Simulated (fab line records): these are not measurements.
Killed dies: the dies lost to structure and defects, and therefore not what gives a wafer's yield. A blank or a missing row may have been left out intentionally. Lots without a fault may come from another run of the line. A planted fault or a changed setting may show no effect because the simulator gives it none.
Which tool is to blame? + flow nand harc + 13 lots, 39 wafers sampled, at 4 steps of a route of 1302

## WHAT THE GAUGES SHOWED, per wafer
NHARC_P_STI_OCD_MEAS_17. Usual: trench depth nm 301 nm, standard deviation 7.3; trench foot cd nm 161.4 nm, standard deviation 2.6.
| lot  | measured     | on     | trench depth nm (nm) | trench foot cd nm (nm) | flag |
|------|--------------|--------|----------------------|------------------------|------|
| L375 | day 3 15:23  | ocd-02 | 300 288 301          | 164.0 164.8 163.7      |      |
| L377 | day 4 12:02  | ocd-02 | 289 303 302          | 158.3 157.2 156.1      |      |
| L379 | day 5 09:47  | ocd-02 | 300 295 289          | 161.5 161.2 164.0      |      |
| L380 | day 5 17:33  | ocd-02 | 310 299 309          | 162.0 164.4 160.6      |      |
| L381 | day 6 04:01  | ocd-01 | 298 313 301          | 158.8 163.5 160.0      |      |
| L386 | day 8 09:28  | ocd-02 | 307 297 300          | 163.4 162.8 168.0      |      |
| L388 | day 9 02:56  | ocd-02 | 305 303 303          | 161.7 157.9 159.8      |      |
| L390 | day 9 21:20  | ocd-02 | 279 306 297          | 164.4 164.2 156.6      |      |
| L391 | day 10 13:47 | ocd-01 | 309 307 306          | 163.4 157.5 160.7      |      |
| L392 | day 11 00:19 | ocd-02 | 301 303 305          | 161.8 161.4 162.9      |      |
| L393 | day 11 06:12 | ocd-01 | 305 302 311          | 158.7 164.4 164.3      |      |
| L395 | day 12 04:22 | ocd-01 | 302 303 296          | 164.0 163.3 162.2      |      |
| L396 | day 12 11:37 | ocd-01 | 300 304 302          | 160.0 161.9 156.8      |      |

NHARC_P_GATE_CD_MEAS_11: the cd target is 1640 nm. Usual: cd nm at 1639.7 nm, with a standard deviation of 2.5.
| lot  | measured     | on        | cd nm (nm)           | flag |
|------|--------------|-----------|----------------------|------|
| L375 | day 5 03:19  | cd sem-03 | 1638.9 1641.3 1641.3 |      |
| L377 | day 6 02:11  | cd sem-03 | 1638.3 1642.1 1635.9 |      |
| L379 | day 7 03:02  | cd sem-03 | 1636.1 1636.4 1639.6 |      |
| L380 | day 7 10:35  | cd sem-03 | 1641.4 1640.4 1638.3 |      |
| L381 | day 7 18:01  | cd sem-03 | 1640.4 1641.7 1639.4 |      |
| L386 | day 10 11:06 | cd sem-01 | 1642.2 1638.1 1639.3 |      |
| L388 | day 10 18:58 | cd sem-02 | 1641.4 1641.2 1643.3 |      |
| L390 | day 11 11:44 | cd sem-03 | 1640.1 1642.6 1642.0 |      |
| L391 | day 12 03:29 | cd sem-02 | 1637.7 1642.1 1639.8 |      |
| L392 | day 12 13:16 | cd sem-01 | 1641.2 1643.1 1640.1 |      |
| L393 | day 12 19:43 | cd sem-03 | 1639.7 1639.0 1635.7 |      |
| L395 | day 13 20:47 | cd sem-01 | 1641.8 1643.9 1641.5 |      |
| L396 | day 14 01:07 | cd sem-01 | 1643.1 1638.2 1637.9 |      |

## WHICH TOOL RAN EACH LOT (tool, then ch and the chambers of the sampled wafers, then the start)
| lot  | NHARC_P_STI_ETCH_42                | NHARC_P_STI_CMP_21            |
|------|------------------------------------|-------------------------------|
| L375 | rie diel-08 ch 0,1,3, day 3 14:56  | cmp-03 ch 0,1,3, day 4 10:11  |
| L377 | rie diel-08 ch 2,3, day 4 11:37    | cmp-02 ch 0,1,2, day 5 07:50  |
| L379 | rie diel-08 ch 1,2,3, day 5 09:22  | cmp-02 ch 0,1,2, day 6 07:35  |
| L380 | rie diel-08 ch 1,2,3, day 5 17:07  | cmp-04 ch 0,3, day 6 15:01    |
| L381 | rie diel-02 ch 0,3, day 6 03:35    | cmp-04 ch 0,2,3, day 7 01:49  |
| L386 | rie diel-02 ch 1,2, day 8 09:01    | cmp-04 ch 2,3, day 9 15:11    |
| L388 | rie diel-03 ch 0,3, day 9 02:29    | cmp-04 ch 0,2,3, day 9 22:37  |
| L390 | rie diel-03 ch 0,1,3, day 9 20:55  | cmp-03 ch 1,2,3, day 10 18:45 |
| L391 | rie diel-03 ch 1,2, day 10 13:19   | cmp-04 ch 0,1,2, day 11 08:26 |
| L392 | rie diel-03 ch 0,3, day 10 23:53   | cmp-02 ch 0,2, day 11 19:47   |
| L393 | rie diel-08 ch 0,1,3, day 11 05:46 | cmp-02 ch 2,3, day 12 00:58   |
| L395 | rie diel-08 ch 1,2,3, day 12 03:56 | cmp-02 ch 0,1,3, day 12 23:38 |
| L396 | rie diel-03 ch 0,1,3, day 12 11:11 | cmp-03 ch 0,1,2, day 13 08:40 |
- NHARC_P_STI_ETCH_42: etches the open film in N2/H2, target depth 80 nm, overetch 24 nm, time 61 s.
- NHARC_P_STI_CMP_21: polishes, t overpolish 20 s, target thk 380.67 nm.

## WHAT THE TOOLS THEMSELVES READ (means of the sampled wafers that have a number; where no wafer has one, the mark that the record gives instead)
NHARC_P_STI_ETCH_42. Usual: drypump motor current A 5.56 A, standard deviation 0.28; oes product au 0.996 a.u., standard deviation 0.013; rf vpp V 429.7 V, standard deviation 2.3; showerhead plenum p Torr 2.02 Torr, standard deviation 0.082; throttle valve pct 14.173 %, standard deviation 0.0089.
| lot  | tool        | drypump motor current A (A) | oes product au (a.u.) | rf vpp V (V) | showerhead plenum p Torr (Torr) | throttle valve pct (%) | flag |
|------|-------------|-----------------------------|-----------------------|--------------|---------------------------------|------------------------|------|
| L375 | rie diel-08 | 5.63                        | 0.996                 | 428.1        | 1.96                            | 14.183                 |      |
| L377 | rie diel-08 | 5.86                        | 0.994                 | 430.3        | 2.04                            | 14.169                 |      |
| L379 | rie diel-08 | 5.75                        | 0.991                 | 428.5        | 1.99                            | 14.171                 |      |
| L380 | rie diel-08 | 5.79                        | 0.987                 | 429.4        | 1.99                            | 14.168                 |      |
| L381 | rie diel-02 | 5.28                        | 0.989                 | 430.6        | 2.03                            | 14.174                 |      |
| L386 | rie diel-02 | 5.67                        | 1.005                 | 431.7        | 2.07                            | 14.178                 |      |
| L388 | rie diel-03 | 5.37                        | 0.974                 | 432.7        | 2.12                            | 14.175                 |      |
| L390 | rie diel-03 | 5.49                        | 0.985                 | 430.7        | 2.07                            | 14.174                 |      |
| L391 | rie diel-03 | 5.73                        | 1.001                 | 429.4        | 2.01                            | 14.164                 |      |
| L392 | rie diel-03 | 5.37                        | 0.998                 | 433.0        | 2.12                            | 14.173                 |      |
| L393 | rie diel-08 | 5.63                        | 0.999                 | 427.4        | 1.96                            | 14.179                 |      |
| L395 | rie diel-08 | 5.76                        | 0.995                 | 429.4        | 1.99                            | 14.167                 |      |
| L396 | rie diel-03 | 5.47                        | 0.999                 | 430.9        | 2.06                            | 14.173                 |      |

NHARC_P_STI_CMP_21. Usual: motor current A 11.9 A, standard deviation 1.4; overpolish run s 20.000 s, standard deviation 0.0093; pad life wafers 168, standard deviation 90.
| lot  | tool   | motor current A (A) | overpolish run s (s) | pad life wafers | flag |
|------|--------|---------------------|----------------------|-----------------|------|
| L375 | cmp-03 | 13.4                | 19.998               | 38              |      |
| L377 | cmp-02 | 11.4                | 20.007               | 224             |      |
| L379 | cmp-02 | 11.0                | 20.013               | 303             |      |
| L380 | cmp-04 | 13.1                | 20.000               | 60              |      |
| L381 | cmp-04 | 12.4                | 20.001               | 116             |      |
| L386 | cmp-04 | 11.2                | 19.994               | 390             |      |
| L388 | cmp-04 | 12.2                | 68.661               | 14              | OFF  |
| L390 | cmp-03 | 12.8                | 20.007               | 278             |      |
| L391 | cmp-04 | 13.2                | 68.665               | 146             | OFF  |
| L392 | cmp-02 | 10.3                | 20.004               | 92              |      |
| L393 | cmp-02 | 11.2                | 19.997               | 109             |      |
| L395 | cmp-02 | 11.1                | 19.999               | 213             |      |
| L396 | cmp-03 | 13.8                | 20.014               | 152             |      |

## THE ANSWER, worked out from the rows above alone
Rule: a lot counts as off when the mean over its wafers that have a number is more than 3 standard deviations away from the usual mean. Also off: a lot with no number at a reading for which 4 or more lots have one. All remaining lots with rows at the step are treated as sound. Order of review: gauges by route order, followed by the tools' own readings, for which a lot's mean as printed above is used. The first step at which some lot is off is used, and at that step the reading that is off furthest; a lot without a number counts as furthest.
Off, at NHARC_P_STI_CMP_21 on overpolish run s: L388, L391.
If a tool, at that step or one of the process steps before it, ran each lot that is off and ran no sound lot following the first of them, it fits. One fits: cmp-04 at NHARC_P_STI_CMP_21. Its last sound lot is L386 (day 9 15:11), its first lot that is off L388 (day 9 22:37): a fault that began between those two fits.
The tool's own readings at NHARC_P_STI_CMP_21 bear it out: on the lots that are off they differ by more than 5 times the standard deviation of the sound lots' means. overpolish run s reads 68.663 s there against 20.003 s on the sound lots.

## WHAT HAD BEEN PUT IN BY THE SIMULATOR
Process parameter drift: cmp-04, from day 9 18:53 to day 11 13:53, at NHARC_P_STI_CMP_21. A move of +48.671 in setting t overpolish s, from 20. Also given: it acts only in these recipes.
Shown lots that were struck: L388, L391. The rule given above showed the same thing.
